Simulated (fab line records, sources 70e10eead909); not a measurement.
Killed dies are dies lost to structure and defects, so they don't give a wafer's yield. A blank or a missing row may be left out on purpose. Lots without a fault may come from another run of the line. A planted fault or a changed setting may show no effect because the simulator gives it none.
fab line records | flow nand_harc | part 2 of 2: steps 21 to 30 of 30
record lots=5 wafers=15 last_day=24
route steps=1159 shown A_CHANNEL_HOLE_D1@488 A_CHANNEL_FILL_D1@490 A_STAIRCASE@519
lots that met no fault: from a run of the same line without faults
start_h: hours from the record's first day to the start of the lot's first wafer shown | wait_h: hours since the lot's step before | " the same as in the row above | L1.1+2: a row that stands for several wafers | - no value, or no start given | * or withheld: withheld | < > ~ a bound
route shown NAME@n: a module of which the file shows steps, and the number in the route of the first | usual: mean/standard deviation of fault-free wafers | same: alike in all rows | chamber/n: place in a boat | sites: the reading at each site | _std_site: their standard deviation | _edge_site: outer sites' mean less inner sites' | radius_mm: how far each site lies from the wafer's centre | mask NAME#n: copy n | behind: the tool/chamber that last shaped the wafer | hold: why the lot was held/for how many hours/how that ended | device: the transistor (n, p or np) that didn't switch | end of line: the same wafers' tests at the end of the route | a step without rows: its recipe alone | killed: dies lost to structure and defects at the first sort, not the wafer's yield | map: a wafer's dies, x killed, . not, _ none there
set.NAME: the setting as run; set.NAME@STEP: as run at that earlier step | model.NAME: the simulator's own value behind a step, which no gauge read
lots at some steps of the route; a table a step, a row a wafer
services: from which hour (start_h, from the record's first day; less than 0 if before it) a tool's chamber was out of use, for how many hours, and why
## steps
# step NHARC_A_CHANNEL_FILL_D1_STRIP_29
# recipe time_s=20 o2_flow_sccm=500 ar_flow_sccm=0 bias_w=0 chemistry=O2
# usual chamber_pressure_mTorr=60.00/0.052 drypump_motor_current_A=5.5/0.37 oes_product_au=1.000/0.0088 rf_vpp_V=57.7/0.85 showerhead_plenum_p_Torr=3.47/0.11 throttle_valve_pct=17.035/0.009
# columns lot.wafer tool chamber start_h wait_h chamber_pressure_mTorr drypump_motor_current_A oes_product_au rf_hours_counter_h rf_vpp_V showerhead_plenum_p_Torr throttle_valve_pct
L076.2 rie_diel-11 0 - - 60.03 5.8 0.992 1 57.2 3.48 17.031
L076.3 " 3 " " 59.94 5.1 0.990 1 57.7 3.58 17.038
L076.6 " 1 " " 60.02 5.4 1.007 - 56.0 3.32 17.038
L084.3 rie_diel-09 1 - - 60.05 6.1 1.011 1 58.9 3.54 17.046
L084.2 " 2 " " 59.98 5.0 0.997 1 57.3 3.50 17.037
L084.6 " 1 " " 59.96 6.1 1.013 - 58.4 3.54 17.037
L088.1 rie_diel-11 2 - - 59.96 5.6 0.994 2 58.0 3.66 17.035
L088.3 " 1 " " 59.92 5.5 1.000 2 57.1 3.31 17.029
L088.5 " 3 " " 60.00 5.1 0.988 - 58.1 3.58 17.031
L094.2 rie_diel-11 3 - - 60.06 5.1 0.995 3 58.5 3.58 17.028
L094.1 " 0 " " 59.98 5.8 0.985 3 56.5 3.48 17.055
L094.5 " 0 " " 59.97 5.8 0.992 - 56.3 3.48 17.035
L096.2 rie_diel-11 1 - - 59.93 5.5 1.002 4 56.7 3.31 17.032
L096.3 " 3 " " 60.02 5.1 1.005 4 56.7 3.58 17.044
L096.5 " 0 " " 60.02 5.8 0.995 - 56.8 3.48 17.036
# step NHARC_A_CHANNEL_FILL_D1_PRECLEAN_30
# recipe time_s=30 chemistry=dHF
# columns lot.wafer tool chamber start_h wait_h
L076.3+2+6 wet_bench-04 4,6,0 239.75 -
L084.3+2+6 wet_bench-05 5,6,0 289.27 -
L088.1+5+3 wet_bench-04 7,0,3 307.24 -
L094.1+2+5 wet_bench-05 1,3,4 343.88 -
L096.5+3+2 wet_bench-04 3,4,0 365.91 -
# step NHARC_A_CHANNEL_FILL_D1_SRD_31
# columns lot.wafer tool chamber start_h wait_h
L076.3+2+6 wet_bench-04 4,6,0 239.78 0.0
L084.3+2+6 wet_bench-05 5,6,0 289.29 0.0
L088.1+5+3 wet_bench-04 7,0,3 307.27 0.0
L094.1+2+5 wet_bench-05 1,3,4 343.90 0.0
L096.5+3+2 wet_bench-04 3,4,0 365.93 0.0
# step NHARC_A_CHANNEL_FILL_D1_CVD_09
# recipe target_thk_a=1500 temp_c=620 pressure_mtorr=200 time_s=3000 material=poly-Si
# usual spike_tc_bottom_C=638.3/2.1 spike_tc_upper_C=620.1/1.2 zone_power_bottom_pct=12.5/0.98
# columns lot.wafer tool chamber start_h wait_h spike_tc_bottom_C spike_tc_upper_C zone_power_bottom_pct
L076.2 lpcvd_poly-01 0 242.22 2.4 636.5 621.9 11.0
L076.3 " 0 " " 638.9 620.7 10.8
L076.6 " 0 " " 636.8 619.1 11.1
L084.2 lpcvd_poly-04 0 291.55 2.3 638.7 620.0 12.9
L084.3 " 0 " " 635.2 619.0 13.1
L084.6 " 0 " " 636.7 620.1 13.3
L088.1 lpcvd_poly-04 0 309.52 2.3 636.3 620.0 13.0
L088.3 " 0 " " 635.9 619.8 12.7
L088.5 " 0 " " 635.7 618.9 13.0
L094.1 lpcvd_poly-04 0 346.22 2.3 637.3 620.6 13.1
L094.2 " 0 " " 635.8 620.5 13.2
L094.5 " 0 " " 635.4 622.4 12.9
L096.2 lpcvd_poly-03 0 368.36 2.4 640.4 618.1 13.5
L096.3 " 0 " " 641.2 619.1 13.3
L096.5 " 0 " " 640.8 619.8 13.6
# step NHARC_A_CHANNEL_FILL_D1_CMP_10
# recipe target_thk_nm=150
# usual motor_current_A=11.8/1 retaining_ring_pressure_frac=1.000/0.0051 time_to_endpoint_s=15.5/2.5
# columns lot.wafer tool chamber start_h wait_h motor_current_A retaining_ring_pressure_frac time_to_endpoint_s
L076.3 cmp-04 3 245.47 0.4 11.5 0.999 11.9
L076.2 " 0 " " 11.1 1.003 18.7
L076.6 " 2 " " 10.8 1.007 18.2
L084.2 cmp-03 0 294.76 0.4 13.2 1.005 12.7
L084.3 " 1 " " 12.3 0.998 11.8
L084.6 " 1 " " 11.7 1.000 14.0
L088.1 cmp-04 1 312.68 0.4 12.2 0.995 16.3
L088.3 " 2 " " 10.8 1.006 18.7
L088.5 " 1 " " 11.7 0.996 15.7
L094.1 cmp-03 3 349.41 0.4 10.3 0.994 11.3
L094.2 " 1 " " 11.8 1.003 14.5
L094.5 " 0 " " 14.1 0.997 14.0
L096.2 cmp-01 3 371.54 0.4 12.7 1.005 14.5
L096.3 " 0 " " 10.5 1.000 19.8
L096.5 " 3 " " 13.7 1.007 14.7
# step NHARC_A_CHANNEL_FILL_D1_SRD_12
# columns lot.wafer tool chamber start_h wait_h
L076.3+2+6 wet_bench-07 7,1,4 245.72 0.0
L084.2+6+3 wet_bench-04 1,3,4 295.05 0.0
L088.3+1+5 wet_bench-04 3,4,7 312.98 0.0
L094.5+1+2 wet_bench-07 4,5,0 349.70 0.0
L096.3+5+2 wet_bench-07 4,7,0 371.83 0.0
# step NHARC_A_CHANNEL_FILL_D1_RTA_24
# recipe temp_c=1000 time_s=5
# usual lamp_power_pct=27.1/1.4 wafer_temp_C_max=1004.4/0.93
# columns lot.wafer tool chamber start_h wait_h lamp_power_pct wafer_temp_C_max
L076.2 rtp_anneal-01 0 245.87 0.1 26.1 1004.7
L076.3 " 0 " " 26.2 1004.6
L076.6 " 0 " " 26.2 1006.4
L084.2 rtp_anneal-02 0 295.20 0.1 29.0 1004.0
L084.3 " 0 " " 29.1 1003.3
L084.6 " 0 " " 29.0 1004.1
L088.1 rtp_anneal-02 0 313.10 0.0 29.0 1004.1
L088.3 " 0 " " 29.0 1004.9
L088.5 " 0 " " 29.0 1002.4
L094.1 rtp_anneal-01 0 349.83 0.0 26.1 1005.5
L094.2 " 0 " " 26.1 1004.7
L094.5 " 0 " " 26.1 1004.2
L096.2 rtp_anneal-02 0 371.99 0.1 29.1 1004.0
L096.3 " 0 " " 29.1 1006.1
L096.5 " 0 " " 29.0 1004.2
# step NHARC_A_CHANNEL_FILL_D1_INSPECT_13
# usual raw_defect_count=317/130
# columns lot.wafer tool chamber start_h wait_h raw_defect_count
L076.2 defect_inspect-02 - 246.04 0.1 239
L076.3 " - " " 202
L076.6 " - " " 359
L084.2 defect_inspect-02 - 295.37 0.1 237
L084.3 " - " " 446
L084.6 " - " " 312
L088.1 defect_inspect-01 - 313.30 0.2 541
L088.3 " - " " 365
L088.5 " - " " 395
L094.1 defect_inspect-02 - 350.02 0.2 259
L094.2 " - " " 257
L094.5 " - " " 160
L096.2 defect_inspect-02 - 372.16 0.1 300
L096.3 " - " " 407
L096.5 " - " " 367
# step NHARC_A_STAIRCASE_DEP_156
# recipe target_thk_a=500 temp_c=400 target_thk_nm=50 flow_sccm=200 rf_w=450 material=SiNx
# usual heater_power_w=732/72
# columns lot.wafer tool chamber start_h wait_h heater_power_w
L076.2 pecvd-04 0 246.11 0.1 738
L076.3 " 2 " " 765
L076.6 " 1 " " 802
L084.3 pecvd-02 2 295.44 0.1 688
L084.2 " 1 " " 731
L084.6 " 2 " " 666
L088.1 pecvd-01 2 313.37 0.1 582
L088.3 " 0 " " 672
L088.5 " 1 " " 753
L094.1 pecvd-04 1 350.09 0.1 710
L094.2 " 0 " " 747
L094.5 " 0 " " 759
L096.2 pecvd-04 1 372.23 0.1 760
L096.3 " 2 " " 782
L096.5 " 2 " " 671
# step NHARC_A_STAIRCASE_DEHYDRATE_158
# recipe temp_c=150 time_s=120
# usual chill_plate_temp_C=23.00/0.12
# columns lot.wafer tool chamber start_h wait_h chill_plate_temp_C
L076.2 litho_track-02 0 246.37 0.2 23.07
L076.3 " 0 " " 23.11
L076.6 " 0 " " 22.87
L084.2 litho_track-02 0 295.71 0.2 23.22
L084.3 " 0 " " 22.82
L084.6 " 0 " " 23.11
L088.1 litho_track-07 0 313.65 0.2 23.10
L088.3 " 0 " " 23.14
L088.5 " 0 " " 23.08
L094.1 litho_track-05 0 350.36 0.2 22.94
L094.2 " 0 " " 22.94
L094.5 " 0 " " 23.00
L096.2 litho_track-05 0 372.50 0.2 23.04
L096.3 " 0 " " 22.90
L096.5 " 0 " " 22.90
## services
# columns tool chamber start_h hours kind
wet_bench-05 - 182.10 1.8 repair
rie_diel-11 - 189.51 9.0 pm
ald_hk-04 - 194.74 10.0 pm
pecvd-04 - 195.09 13.0 pm
wet_bench-05 - 196.80 8.0 pm
rie_diel-09 3 220.59 1.2 repair
rie_diel-09 - 228.14 26.2 repair
ald_hk-01 - 229.01 10.0 pm
lpcvd_poly-04 - 239.75 4.9 repair
rie_diel-09 - 254.38 9.0 pm
ald_hk-02 - 256.30 1.3 repair
wet_bench-07 - 272.00 8.0 pm
wet_bench-05 - 272.20 0.9 repair
rie_diel-09 1 275.54 7.0 repair
rie_diel-09 3 275.74 8.9 repair
rie_si-03 0 279.09 13.4 repair
rtp_anneal-02 - 300.04 12.0 pm
xsem-02 - 302.00 14.0 pm
rie_diel-11 2 313.25 14.0 repair
lpcvd_poly-04 - 314.54 26.0 pm
rie_diel-09 0 336.09 15.1 repair
wet_bench-04 - 339.20 8.0 pm
rie_diel-11 1 346.25 7.7 repair
rie_diel-11 - 366.51 9.0 pm
